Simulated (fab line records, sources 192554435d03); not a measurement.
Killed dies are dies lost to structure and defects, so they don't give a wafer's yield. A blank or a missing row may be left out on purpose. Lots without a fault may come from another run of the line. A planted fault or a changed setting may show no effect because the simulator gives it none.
A struck lot beside a sound one | flow n5_finfet | 36 steps out of a route of 1938
Sound: wafers L387.4, L387.5, L387.6. Struck: wafer L371.2. (L371.1, L371.4 of the same lot were not struck and are left out.) The cause comes at the end.
At each step with rows: each side's tool, then ch and its chambers, then its first start. Under that, the readings that differ: sound wafers | struck wafers | difference of the means | sigmas: that difference in standard deviations of wafers without a fault.
alike: readings whose means differ by less than 2 such deviations, and words and numbers that are the same on both sides. not compared: withheld readings, readings that some wafer has no value for, bounds like >300 that may hide the same value, and numbers for which the record gives no deviation and whose values overlap.
The two part at a step that has a row with sigmas, a row that says differs or no value, or rows on one side only. Numbers that don't overlap but have no deviation are shown without sigmas and don't part them. A reading that every wafer of one side lacks parts them only if that side has two wafers or more.

first, 8 steps without rows for these wafers: N5_BEOL_M6_SPUTTER_48 (material Cu, target thk 10 nm, time 1.667 s); N5_BEOL_M6_ECD_50 (material Cu, target thk 300 nm); N5_BEOL_M6_ANNEAL_51 (time 90 s); N5_BEOL_M6_CMP_52 (polishes, stops on SiCOH lowk, t overpolish 6.9 s, target thk 80 nm); N5_BEOL_M6_PRE_CLEAN_55 (time 15 s); N5_BEOL_M6_DEP_56 (deposits SiCN from 3MS/NH3, target thk 10 nm, time 17.5 s); N5_BEOL_M7_ILD_DEP_00 (deposits SiCOH lowk from DEMS/porogen, target thk 179.75 nm, time 33.4 s); N5_BEOL_M7_CURE_74 (cures SiCOH lowk, time 240 s).
N5_BEOL_M7_PECVD_70: deposits SiO2 from TEOS/O2, target thk 20 nm, time 22.7 s.
  sound on pecvd-03 ch 0,1,2, day 16 19:29; struck on pecvd-02 ch 0, day 12 17:05
  reading                                    | sound          | struck | difference | sigmas
  heater_power_w (W)                         | 844 859 719    | 521    | -286       | -3
  showerhead_plenum_p_Torr (Torr)            | 8.81 8.70 8.70 | 8.93   | +0.19      | +2
  model.SiO2_of_BEOL_M7_PECVD_70.thk_nm (nm) | 20.4 20.4 20.4 | 20.6   | +0.2       |
  alike: throttle_valve_pct
then, 25 steps without rows for these wafers: N5_BEOL_M7_HM_DEP_02 (deposits TiN, target thk 20 nm); N5_BEOL_M7_COAT_59 (time 60 s, resist thk 100 nm); N5_BEOL_M7_COAT_60 (time 60 s, resist thk 35 nm); N5_BEOL_M7_COAT_05 (resist thk 90 nm); N5_BEOL_M7_EBR_07; N5_BEOL_M7_SOFTBAKE_06 (time 60 s); N5_BEOL_M7_EXPOSE_08 (exposes mask M7); N5_BEOL_M7_PEB_09 (peb time 60 s); N5_BEOL_M7_DEVELOP_10 (develop time 30 s); N5_BEOL_M7_DESCUM_16 (chemistry O2, time 7.9 s); N5_BEOL_M7_ETCH_61 (etches SiARC in CF4, target depth 45.5 nm, time 75.8 s); N5_BEOL_M7_ETCH_62 (etches SOC in N2/H2, target depth 110 nm, overetch 22 nm, time 165 s); N5_BEOL_M7_STRIP_68 (strips in N2/H2); N5_BEOL_M7_STRIP_67 (strips in CF4); N5_BEOL_M7_HM_OPEN_17 (chemistry Cl2/BCl3, target TiN, target depth 20 nm, overetch 6 nm); N5_BEOL_M7_STRIP_19 (strips in O2); N5_BEOL_M7_COAT_63 (time 60 s, resist thk 60 nm); N5_BEOL_M7_COAT_64 (time 60 s, resist thk 12 nm); N5_BEOL_M7_COAT_71 (time 60 s, resist thk 5 nm); N5_BEOL_M7_COAT_22 (resist thk 30 nm); N5_BEOL_M7_EBR_24; N5_BEOL_M7_SOFTBAKE_23 (time 60 s); N5_BEOL_M7_EXPOSE_25 (exposes mask V6, target cd 40 nm); N5_BEOL_M7_PEB_26 (peb time 60 s); N5_BEOL_M7_DEVELOP_27 (develop time 30 s).
N5_BEOL_M7_HM_STRIP_39: strips TiN in peroxide tin strip, target depth 25 nm, time 158 s.
  sound on wet_bench-01 ch 3,6,7, day 16 22:14; struck on wet_bench-03 ch 4, day 12 20:40
  reading                                    | sound          | struck | difference | sigmas
  model.SiO2_of_BEOL_M7_PECVD_70.thk_nm (nm) | 20.2 20.2 20.2 | 20.6   | +0.4       |
  alike: bath_heat_duty_pct
-- the record jumps here: 3 days lie between the struck wafers' starts before and after (it left off in module BEOL_M7 and takes up again in module PASSIVATION, whose first step shown is number 1936 of the route) --
N5_PASSIVATION_PROBE_49:
  sound on prober-02, day 20 07:39; struck on prober-02, day 16 04:49
  alike: defect_limited_yield, killed_at_M0_to_M3, killed_at_M4_up, killed_at_contacts, killed_at_front_end, killed_at_other, killed_dies, killed_open, killed_short, sort_bin_5_function, sort_bin_6_memory, sort_n_pass, sort_yield_pct

WHERE THEY PART
Only at N5_BEOL_M7_PECVD_70, within this record. Later steps at which nothing parts them and some readings are alike: N5_BEOL_M7_HM_STRIP_39, N5_PASSIVATION_PROBE_49.

WHY: what the simulator had put in
Process parameter drift: pecvd-02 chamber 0, from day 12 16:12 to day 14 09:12, at N5_BEOL_M7_PECVD_70. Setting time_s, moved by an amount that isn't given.
